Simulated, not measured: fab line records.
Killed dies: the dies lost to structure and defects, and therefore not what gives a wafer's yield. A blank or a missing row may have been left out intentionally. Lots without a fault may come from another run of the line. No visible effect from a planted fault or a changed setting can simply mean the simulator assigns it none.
fab line records	flow n5_finfet
[record] lots = 24	wafers = 72	last_day = 17
route steps=1938 shown BEOL_M11@1590 BEOL_M12@1622
lots with no fault: from the same line, run without faults
start_h: hours from the record's opening day to when the first of the lot's shown wafers began	wait_h: hours from the lot's prior step to this one	" as in the row above	L1.1+2: a row that stands for several wafers	- no value present, or no start provided	* or withheld: withheld	< > ~ a bound
route shown NAME@n: a module of which the file shows steps, and the number in the route of the first	usual: mean/standard deviation of fault-free wafers	same: alike in all rows	chamber/n: place in a boat	sites: readings site by site	_std_site: standard deviation across them	_edge_site: mean of outer sites minus mean of inner sites	radius_mm: for every site, how far away it sits from the centre of the wafer	mask NAME#n: copy n	behind: the last tool/chamber to shape the wafer	hold: why the lot was held/for how many hours/how that ended	device: which transistor (n, p or np) failed to switch	end of line: the tests these same wafers got at the end of their route	where a step has no rows: the recipe by itself	killed: count of dies lost to structure and defects at first sort (not the wafer's yield)	map: a wafer's dies, marking killed ones x, the rest . and places with no die _
set.NAME: setting as actually run; set.NAME@STEP: the setting as run at that earlier step	model.NAME: the simulator's own value behind a step, which no gauge read
a sample of lots followed through the steps of the route, with each step as a table and each wafer as a row
services: a tool's chamber out of use, with start hour (start_h, from the record's first day; less than 0 if before it), hours out, and reason
[[steps]]
[step N5_BEOL_M11_ALD_74]
[recipe] material = TaN	target_thk_a = 20	temp_c = 275	ald_precursor_family = PDMAT	ald_co_reactant = NH3	pressure_torr = 3	carrier_flow_sccm = 1500	pulse_time_s = 2	purge_time_s = 3	co_reactant_purge_time_s = 2	co_reactant_pulse_time_s = 3	ald_cycles = 40	precursor_vessel_temp_c = 75	precursor_vessel_pressure_torr = 26.25	precursor_vessel_carrier_sccm = 1000
[usual] heater_power_w = 412/37	precursor_vessel_pressure_torr = 26.24/0.05
[same] pulse_time_s = 2
lot.wafer	tool	chamber	start_h	wait_h	heater_power_w	precursor_vessel_pressure_torr	since_wet_clean_h
L075.2	ald_metal-01	0	233.12	0.0	464	26.22	4511
L075.5	"	0	"	"	449	26.18	-
L075.6	"	1	"	"	451	26.24	-
L074.2	ald_metal-03	3	238.39	0.0	466	26.27	1440
L074.4	"	2	"	"	368	26.33	1440
L074.6	"	3	"	"	463	26.31	-
L076.3	ald_metal-02	2	241.95	0.0	442	26.18	6059
L076.4	"	3	"	"	396	26.26	6059
L076.5	"	3	"	"	403	26.22	-
L077.1	ald_metal-03	1	248.43	0.0	380	26.25	1450
L077.2	"	0	"	"	424	26.17	1450
L077.5	"	1	"	"	387	26.23	-
L078.1	ald_metal-02	1	252.41	0.3	355	26.13	6069
L078.4	"	0	"	"	377	26.28	6069
L078.6	"	1	"	"	356	26.24	-
L080.2	ald_metal-02	2	253.50	0.0	426	26.24	6070
L080.4	"	0	"	"	385	26.24	6070
L080.5	"	3	"	"	399	26.20	-
L079.2	ald_metal-02	0	258.60	0.0	377	26.24	6075
L079.4	"	1	"	"	351	26.31	6075
L079.6	"	3	"	"	401	26.29	-
L083.3	ald_metal-03	3	274.69	0.0	470	26.21	1476
L083.4	"	0	"	"	426	26.31	1476
L083.6	"	1	"	"	377	26.21	-
L081.4	ald_metal-01	1	275.00	0.1	442	26.25	4553
L081.5	"	1	"	"	451	26.25	-
L081.6	"	0	"	"	468	26.29	-
L082.3	ald_metal-02	3	282.01	0.1	395	26.22	6099
L082.5	"	1	"	"	357	26.30	-
L082.6	"	2	"	"	430	26.25	-
L085.2	ald_metal-03	0	289.23	0.0	442	26.19	1491
L085.3	"	3	"	"	469	26.23	1491
L085.6	"	0	"	"	438	26.23	-
L084.1	ald_metal-02	0	304.87	0.1	387	26.30	6122
L084.3	"	2	"	"	438	26.26	6122
L084.4	"	1	"	"	360	26.20	6122
L086.2	ald_metal-02	3	305.63	0.2	393	26.13	6122
L086.3	"	2	"	"	428	26.22	6122
L086.6	"	1	"	"	370	26.18	-
L087.2	ald_metal-03	2	307.90	0.1	354	26.22	1509
L087.4	"	0	"	"	435	26.17	1509
L087.6	"	1	"	"	393	26.25	-
L088.2	ald_metal-01	1	328.26	0.0	452	26.24	4607
L088.4	"	0	"	"	460	26.24	4607
L088.6	"	1	"	"	451	26.28	-
L089.1	ald_metal-02	1	329.86	0.1	354	26.23	6147
L089.4	"	3	"	"	403	26.19	6147
L089.6	"	1	"	"	373	26.25	-
L090.2	ald_metal-01	2	332.62	0.1	438	26.30	4611
L090.4	"	3	"	"	406	26.21	4611
L090.6	"	3	"	"	422	26.28	-
L091.3	ald_metal-03	1	335.68	0.1	378	26.19	1537
L091.4	"	0	"	"	431	26.26	1537
L091.6	"	0	"	"	431	26.25	-
L093.4	ald_metal-01	1	339.00	0.0	460	26.24	4617
L093.5	"	3	"	"	416	26.26	-
L093.6	"	2	"	"	443	26.26	-
L094.1	ald_metal-01	1	346.84	0.1	459	26.36	4625
L094.4	"	3	"	"	410	26.28	4625
L094.6	"	3	"	"	407	26.26	-
L092.1	ald_metal-03	3	349.99	0.0	467	26.16	1551
L092.3	"	2	"	"	367	26.29	1551
L092.4	"	1	"	"	380	26.16	1551
L095.2	ald_metal-01	1	354.37	0.1	458	26.30	4633
L095.5	"	2	"	"	433	26.15	-
L095.6	"	3	"	"	406	26.24	-
L096.2	ald_metal-01	1	358.95	0.0	445	26.21	4637
L096.4	"	3	"	"	396	26.21	4637
L096.5	"	2	"	"	433	26.22	-
L097.2	ald_metal-02	0	362.79	0.0	366	26.35	12
L097.5	"	2	"	"	411	26.21	-
L097.6	"	1	"	"	311	26.21	-
[step N5_BEOL_M11_SURFACE_TREAT_76]
[recipe] gas = Ar	time_s = *	ion_energy_ev = *	ion_current_ma_cm2 = 0.5	pressure_mtorr = *	ar_flow_sccm = 30
[usual] throttle_valve_pct = *
lot.wafer	tool	chamber	start_h	wait_h	throttle_valve_pct
L075.2	pvd_sputter-01	-	233.41	0.2	*
L075.5	"	-	"	"	*
L075.6	"	-	"	"	*
L074.2	pvd_sputter-03	-	238.70	0.2	*
L074.4	"	-	"	"	*
L074.6	"	-	"	"	*
L076.3	pvd_sputter-02	-	242.23	0.2	*
L076.4	"	-	"	"	*
L076.5	"	-	"	"	*
L077.1	pvd_sputter-02	-	248.80	0.2	*
L077.2	"	-	"	"	*
L077.5	"	-	"	"	*
L078.1	pvd_sputter-01	-	252.98	0.4	*
L078.4	"	-	"	"	*
L078.6	"	-	"	"	*
L080.2	pvd_sputter-02	-	254.10	0.5	*
L080.4	"	-	"	"	*
L080.5	"	-	"	"	*
L079.2	pvd_sputter-01	-	258.97	0.2	*
L079.4	"	-	"	"	*
L079.6	"	-	"	"	*
L083.3	pvd_sputter-03	-	275.03	0.2	*
L083.4	"	-	"	"	*
L083.6	"	-	"	"	*
L081.4	pvd_sputter-02	-	275.30	0.2	*
L081.5	"	-	"	"	*
L081.6	"	-	"	"	*
L082.3	pvd_sputter-02	-	282.30	0.2	*
L082.5	"	-	"	"	*
L082.6	"	-	"	"	*
L085.2	pvd_sputter-01	-	289.52	0.2	*
L085.3	"	-	"	"	*
L085.6	"	-	"	"	*
L084.1	pvd_sputter-02	-	305.16	0.2	*
L084.3	"	-	"	"	*
L084.4	"	-	"	"	*
L086.2	pvd_sputter-01	-	306.09	0.3	*
L086.3	"	-	"	"	*
L086.6	"	-	"	"	*
L087.2	pvd_sputter-02	-	308.22	0.2	*
L087.4	"	-	"	"	*
L087.6	"	-	"	"	*
L088.2	pvd_sputter-01	-	328.90	0.5	*
L088.4	"	-	"	"	*
L088.6	"	-	"	"	*
L089.1	pvd_sputter-02	-	330.35	0.4	*
L089.4	"	-	"	"	*
L089.6	"	-	"	"	*
L090.2	pvd_sputter-01	-	332.92	0.2	*
L090.4	"	-	"	"	*
L090.6	"	-	"	"	*
L091.3	pvd_sputter-03	-	336.00	0.2	*
L091.4	"	-	"	"	*
L091.6	"	-	"	"	*
L093.4	pvd_sputter-02	-	339.39	0.3	*
L093.5	"	-	"	"	*
L093.6	"	-	"	"	*
L094.1	pvd_sputter-03	-	347.22	0.2	*
L094.4	"	-	"	"	*
L094.6	"	-	"	"	*
L092.1	pvd_sputter-02	-	350.44	0.3	*
L092.3	"	-	"	"	*
L092.4	"	-	"	"	*
L095.2	pvd_sputter-02	-	354.69	0.2	*
L095.5	"	-	"	"	*
L095.6	"	-	"	"	*
L096.2	pvd_sputter-03	-	359.26	0.2	*
L096.4	"	-	"	"	*
L096.5	"	-	"	"	*
L097.2	pvd_sputter-03	-	363.16	0.2	*
L097.5	"	-	"	"	*
L097.6	"	-	"	"	*
[step N5_BEOL_M11_RS_MEAS_57]
[recipe] thk_meas_gauge = four-point-probe	reads = Cu_of_BEOL_M11_ECD_50+Co_of_BEOL_M11_CVD_75+TaN_of_BEOL_M11_ALD_74
[usual] M11_RS = 0.151/0.0043
lot.wafer	tool	chamber	start_h	wait_h	M11_RS[ohm/sq]
L075.2	film_metro-02	-	234.65	0.0	0.146
L075.5	"	-	"	"	0.146
L075.6	"	-	"	"	0.152
L074.2	film_metro-02	-	240.03	0.0	0.154
L074.4	"	-	"	"	0.149
L074.6	"	-	"	"	0.145
L076.3	film_metro-01	-	243.66	0.0	0.157
L076.4	"	-	"	"	0.147
L076.5	"	-	"	"	0.154
L077.1	film_metro-02	-	250.41	0.0	0.154
L077.2	"	-	"	"	0.146
L077.5	"	-	"	"	0.147
L078.1	film_metro-02	-	254.25	0.1	0.148
L078.4	"	-	"	"	0.156
L078.6	"	-	"	"	0.152
L080.2	film_metro-02	-	255.61	0.0	0.145
L080.4	"	-	"	"	0.157
L080.5	"	-	"	"	0.154
L079.2	film_metro-02	-	261.06	0.0	0.154
L079.4	"	-	"	"	0.148
L079.6	"	-	"	"	0.148
L083.3	film_metro-02	-	276.30	0.0	0.154
L083.4	"	-	"	"	0.160
L083.6	"	-	"	"	0.148
L081.4	film_metro-02	-	276.43	0.0	0.151
L081.5	"	-	"	"	0.148
L081.6	"	-	"	"	0.149
L082.3	film_metro-01	-	283.46	0.0	0.143
L082.5	"	-	"	"	0.142
L082.6	"	-	"	"	0.150
L085.2	film_metro-02	-	290.71	0.0	0.156
L085.3	"	-	"	"	0.151
L085.6	"	-	"	"	0.144
L084.1	film_metro-01	-	306.87	0.1	0.155
L084.3	"	-	"	"	0.147
L084.4	"	-	"	"	0.150
L086.2	film_metro-02	-	308.30	0.0	0.157
L086.3	"	-	"	"	0.154
L086.6	"	-	"	"	0.143
L087.2	film_metro-01	-	309.71	0.0	0.153
L087.4	"	-	"	"	0.148
L087.6	"	-	"	"	0.149
L088.2	film_metro-02	-	330.34	0.0	0.150
L088.4	"	-	"	"	0.145
L088.6	"	-	"	"	0.148
L089.1	film_metro-02	-	331.48	0.0	0.151
L089.4	"	-	"	"	0.149
L089.6	"	-	"	"	0.153
L090.2	film_metro-01	-	335.91	0.0	0.149
L090.4	"	-	"	"	0.159
L090.6	"	-	"	"	0.148
L091.3	film_metro-02	-	337.20	0.0	0.157
L091.4	"	-	"	"	0.149
L091.6	"	-	"	"	0.149
L093.4	film_metro-01	-	342.43	0.0	0.148
L093.5	"	-	"	"	0.152
L093.6	"	-	"	"	0.154
L094.1	film_metro-02	-	348.91	0.0	0.160
L094.4	"	-	"	"	0.145
L094.6	"	-	"	"	0.161
L092.1	film_metro-01	-	352.08	0.0	0.154
L092.3	"	-	"	"	0.153
L092.4	"	-	"	"	0.149
L095.2	film_metro-02	-	356.98	0.0	0.148
L095.5	"	-	"	"	0.151
L095.6	"	-	"	"	0.155
L096.2	film_metro-02	-	360.82	0.0	0.147
L096.4	"	-	"	"	0.155
L096.5	"	-	"	"	0.145
L097.2	film_metro-01	-	365.49	0.0	0.144
L097.5	"	-	"	"	0.154
L097.6	"	-	"	"	0.158
[step N5_BEOL_M12_CD_MEAS_17]
[recipe] target_cd_nm = 140	polarity = opening
[usual] cd_nm = 141/3.2
lot.wafer	tool	chamber	start_h	wait_h	cd_nm
L075.2	cd_sem-03	-	235.78	0.0	148
L075.5	"	-	"	"	142
L075.6	"	-	"	"	140
L074.2	cd_sem-03	-	241.28	0.0	131
L074.4	"	-	"	"	141
L074.6	"	-	"	"	138
L076.3	cd_sem-01	-	244.86	0.0	146
L076.4	"	-	"	"	142
L076.5	"	-	"	"	141
L077.1	cd_sem-03	-	251.49	0.0	147
L077.2	"	-	"	"	140
L077.5	"	-	"	"	139
L078.1	cd_sem-01	-	255.73	0.0	145
L078.4	"	-	"	"	144
L078.6	"	-	"	"	143
L080.2	cd_sem-03	-	256.68	0.0	137
L080.4	"	-	"	"	139
L080.5	"	-	"	"	143
L079.2	cd_sem-02	-	262.27	0.0	140
L079.4	"	-	"	"	139
L079.6	"	-	"	"	135
L083.3	cd_sem-02	-	277.53	0.0	140
L083.4	"	-	"	"	143
L083.6	"	-	"	"	140
L081.4	cd_sem-03	-	277.69	0.0	141
L081.5	"	-	"	"	136
L081.6	"	-	"	"	144
L082.3	cd_sem-02	-	284.67	0.0	140
L082.5	"	-	"	"	139
L082.6	"	-	"	"	137
L085.2	cd_sem-01	-	291.99	0.0	143
L085.3	"	-	"	"	140
L085.6	"	-	"	"	143
L084.1	cd_sem-03	-	308.39	0.0	140
L084.3	"	-	"	"	138
L084.4	"	-	"	"	141
L086.2	cd_sem-02	-	309.52	0.0	141
L086.3	"	-	"	"	142
L086.6	"	-	"	"	146
L087.2	cd_sem-01	-	311.38	0.0	139
L087.4	"	-	"	"	142
L087.6	"	-	"	"	143
L088.2	cd_sem-03	-	331.49	0.0	140
L088.4	"	-	"	"	146
L088.6	"	-	"	"	145
L089.1	cd_sem-01	-	332.60	0.0	141
L089.4	"	-	"	"	146
L089.6	"	-	"	"	143
L090.2	cd_sem-03	-	337.13	0.0	137
L090.4	"	-	"	"	138
L090.6	"	-	"	"	140
L091.3	cd_sem-02	-	338.52	0.0	140
L091.4	"	-	"	"	140
L091.6	"	-	"	"	144
L093.4	cd_sem-03	-	343.64	0.0	138
L093.5	"	-	"	"	139
L093.6	"	-	"	"	143
L094.1	cd_sem-02	-	350.79	0.0	141
L094.4	"	-	"	"	141
L094.6	"	-	"	"	134
L092.1	cd_sem-01	-	353.16	0.0	143
L092.3	"	-	"	"	142
L092.4	"	-	"	"	146
L095.2	cd_sem-02	-	358.22	0.0	145
L095.5	"	-	"	"	139
L095.6	"	-	"	"	134
L096.2	cd_sem-03	-	362.17	0.0	142
L096.4	"	-	"	"	142
L096.5	"	-	"	"	138
L097.2	cd_sem-02	-	366.90	0.0	144
L097.5	"	-	"	"	141
L097.6	"	-	"	"	139
[step N5_BEOL_M12_STRIP_37]
[recipe] chemistry = N2/H2	power_w = 1000	temp_c = 250	h2_frac = 0.65	overash_fraction = 0.3	pressure_mtorr = withheld	n2_flow_sccm = 1750	h2_flow_sccm = 3250
[usual] drypump_motor_current_A = 5.49/0.2	heater_power_w = 310/17	oes_product_au = 0.791/0.01
lot.wafer	tool	chamber	start_h	wait_h	drypump_motor_current_A	heater_power_w	oes_product_au	rf_hours_counter_h
L075.2	plasma_asher-02	0	236.93	0.0	5.14	328	0.799	120
L075.5	"	0	"	"	5.12	330	0.797	-
L075.6	"	1	"	"	5.62	315	0.801	-
L074.2	plasma_asher-02	0	242.49	0.0	5.18	327	0.806	121
L074.4	"	1	"	"	5.63	324	0.800	-
L074.6	"	1	"	"	5.62	320	0.793	-
L076.3	plasma_asher-01	1	246.34	0.1	5.48	300	0.790	-
L076.4	"	0	"	"	5.62	280	0.787	-
L076.5	"	1	"	"	5.49	315	0.791	-
L077.1	plasma_asher-02	0	252.63	0.0	5.16	320	0.796	124
L077.2	"	1	"	"	5.61	320	0.794	124
L077.5	"	1	"	"	5.63	321	0.782	-
L078.1	plasma_asher-01	0	256.83	0.0	5.64	292	0.793	71
L078.4	"	1	"	"	5.50	301	0.792	-
L078.6	"	1	"	"	5.51	311	0.803	-
L080.2	plasma_asher-01	1	257.65	0.0	5.50	302	0.773	71
L080.4	"	1	"	"	5.52	308	0.793	-
L080.5	"	1	"	"	5.50	312	0.797	-
L079.2	plasma_asher-01	0	263.41	0.0	5.66	286	0.804	72
L079.4	"	0	"	"	5.66	285	0.802	-
L079.6	"	0	"	"	5.65	283	0.762	-
L083.3	plasma_asher-01	1	279.42	0.1	5.49	310	0.780	-
L083.4	"	0	"	"	5.67	281	0.814	-
L083.6	"	0	"	"	5.65	273	0.791	-
L081.4	plasma_asher-02	1	279.46	0.1	5.63	323	0.773	-
L081.5	"	1	"	"	5.64	315	0.766	-
L081.6	"	0	"	"	5.16	323	0.804	-
L082.3	plasma_asher-02	1	285.66	0.1	5.64	319	0.793	-
L082.5	"	1	"	"	5.65	319	0.787	-
L082.6	"	0	"	"	5.17	324	0.782	-
L085.2	plasma_asher-02	1	293.41	0.3	5.63	322	0.787	131
L085.3	"	1	"	"	5.63	318	0.794	-
L085.6	"	1	"	"	5.63	322	0.795	-
L084.1	plasma_asher-02	0	309.56	0.0	5.15	321	0.793	134
L084.3	"	0	"	"	5.15	338	0.784	-
L084.4	"	1	"	"	5.66	329	0.813	-
L086.2	plasma_asher-02	0	310.90	0.0	5.12	319	0.805	134
L086.3	"	0	"	"	5.15	329	0.796	-
L086.6	"	0	"	"	5.19	331	0.792	-
L087.2	plasma_asher-01	1	312.36	0.0	5.50	305	0.773	82
L087.4	"	0	"	"	5.62	281	0.784	-
L087.6	"	1	"	"	5.51	307	0.780	-
L088.2	plasma_asher-01	0	332.47	0.0	5.64	288	0.784	85
L088.4	"	0	"	"	5.70	287	0.799	-
L088.6	"	1	"	"	5.49	300	0.782	-
L089.1	plasma_asher-02	1	333.69	0.0	5.68	315	0.789	138
L089.4	"	0	"	"	5.18	334	0.807	-
L089.6	"	0	"	"	5.22	330	0.791	-
L090.2	plasma_asher-02	0	338.48	0.0	5.16	326	0.805	139
L090.4	"	1	"	"	5.63	315	0.800	-
L090.6	"	0	"	"	5.14	335	0.799	-
L091.3	plasma_asher-01	0	339.93	0.1	5.61	281	0.802	-
L091.4	"	1	"	"	5.50	309	0.803	-
L091.6	"	1	"	"	5.48	308	0.775	-
L093.4	plasma_asher-02	0	344.97	0.1	5.20	330	0.794	-
L093.5	"	0	"	"	5.17	324	0.785	-
L093.6	"	1	"	"	5.63	321	0.791	-
L094.1	plasma_asher-01	0	352.01	0.0	5.64	277	0.788	91
L094.4	"	1	"	"	5.47	308	0.776	-
L094.6	"	1	"	"	5.47	307	0.772	-
L092.1	plasma_asher-01	0	354.13	0.0	5.65	285	0.796	91
L092.3	"	1	"	"	5.49	317	0.801	-
L092.4	"	0	"	"	5.66	275	0.784	-
L095.2	plasma_asher-02	0	359.31	0.0	5.16	323	0.802	143
L095.5	"	1	"	"	5.64	322	0.807	-
L095.6	"	0	"	"	5.14	326	0.802	-
L096.2	plasma_asher-01	1	363.14	0.0	5.51	308	0.797	93
L096.4	"	0	"	"	5.63	282	0.786	-
L096.5	"	0	"	"	5.65	283	0.811	-
L097.2	plasma_asher-01	0	368.07	0.0	5.66	279	0.794	94
L097.5	"	1	"	"	5.50	311	0.793	-
L097.6	"	0	"	"	5.67	282	0.792	-
[step N5_BEOL_M12_PRE_CLEAN_42]
[recipe] gas = H2/He	time_s = 30	temp_c = 250
[usual] heater_power_w = 325/35
lot.wafer	tool	chamber	start_h	wait_h	heater_power_w
L075.2	pvd_sputter-01	-	239.25	0.0	366
L075.5	"	-	"	"	302
L075.6	"	-	"	"	280
L074.2	pvd_sputter-01	-	245.27	0.0	366
L074.4	"	-	"	"	332
L074.6	"	-	"	"	378
L076.3	pvd_sputter-01	-	246.89	0.0	361
L076.4	"	-	"	"	272
L076.5	"	-	"	"	330
L077.1	pvd_sputter-02	-	254.18	0.0	307
L077.2	"	-	"	"	334
L077.5	"	-	"	"	352
L078.1	pvd_sputter-01	-	258.25	0.0	310
L078.4	"	-	"	"	275
L078.6	"	-	"	"	338
L080.2	pvd_sputter-01	-	258.65	0.0	338
L080.4	"	-	"	"	308
L080.5	"	-	"	"	274
L079.2	pvd_sputter-01	-	265.14	0.0	302
L079.4	"	-	"	"	375
L079.6	"	-	"	"	341
L083.3	pvd_sputter-01	-	279.73	0.0	337
L083.4	"	-	"	"	370
L083.6	"	-	"	"	313
L081.4	pvd_sputter-02	-	279.89	0.0	341
L081.5	"	-	"	"	301
L081.6	"	-	"	"	349
L082.3	pvd_sputter-01	-	289.96	0.0	378
L082.5	"	-	"	"	281
L082.6	"	-	"	"	300
L085.2	pvd_sputter-03	-	294.14	0.0	321
L085.3	"	-	"	"	295
L085.6	"	-	"	"	325
L084.1	pvd_sputter-02	-	310.72	0.0	306
L084.3	"	-	"	"	345
L084.4	"	-	"	"	405
L086.2	pvd_sputter-02	-	311.46	0.0	344
L086.3	"	-	"	"	402
L086.6	"	-	"	"	410
L087.2	pvd_sputter-02	-	314.65	0.0	306
L087.4	"	-	"	"	393
L087.6	"	-	"	"	342
L088.2	pvd_sputter-01	-	335.64	0.0	311
L088.4	"	-	"	"	270
L088.6	"	-	"	"	276
L089.1	pvd_sputter-03	-	336.16	0.0	328
L089.4	"	-	"	"	300
L089.6	"	-	"	"	285
L090.2	pvd_sputter-03	-	339.22	0.0	285
L090.4	"	-	"	"	303
L090.6	"	-	"	"	284
L091.3	pvd_sputter-02	-	340.29	0.0	316
L091.4	"	-	"	"	345
L091.6	"	-	"	"	345
L093.4	pvd_sputter-02	-	346.34	0.0	336
L093.5	"	-	"	"	403
L093.6	"	-	"	"	311
L094.1	pvd_sputter-01	-	355.85	0.0	335
L094.4	"	-	"	"	283
L094.6	"	-	"	"	365
L092.1	pvd_sputter-03	-	357.53	0.0	280
L092.3	"	-	"	"	321
L092.4	"	-	"	"	328
L095.2	pvd_sputter-01	-	361.17	0.0	374
L095.5	"	-	"	"	303
L095.6	"	-	"	"	274
L096.2	pvd_sputter-03	-	365.28	0.0	326
L096.4	"	-	"	"	302
L096.5	"	-	"	"	301
L097.2	pvd_sputter-01	-	368.86	0.0	377
L097.5	"	-	"	"	331
L097.6	"	-	"	"	373
[[services]]
tool	chamber	start_h	hours	kind
plasma_asher-01	-	292.34	1.9	repair
ald_metal-03	-	297.93	1.4	repair
ald_metal-01	-	302.70	0.5	repair
plasma_asher-01	-	315.45	2.8	pm
ald_metal-02	-	321.90	4.4	repair
ald_metal-01	-	322.42	2.8	pm
ald_metal-02	-	337.25	14.0	pm
ald_metal-02	0	337.25	14.0	vent_cycle
ald_metal-02	1	337.25	14.0	vent_cycle
ald_metal-02	2	337.25	14.0	vent_cycle
ald_metal-02	3	337.25	14.0	vent_cycle
ald_metal-01	0	340.26	4.7	repair
plasma_asher-02	-	348.35	4.3	pm
ald_metal-01	-	349.53	0.7	repair
ald_metal-02	0	351.25	-	clean
ald_metal-02	1	351.25	-	clean
ald_metal-02	2	351.25	-	clean
ald_metal-02	3	351.25	-	clean
pvd_sputter-03	-	352.72	1.3	repair
ald_metal-02	1	359.66	-	calibration
[[key]]
fault none
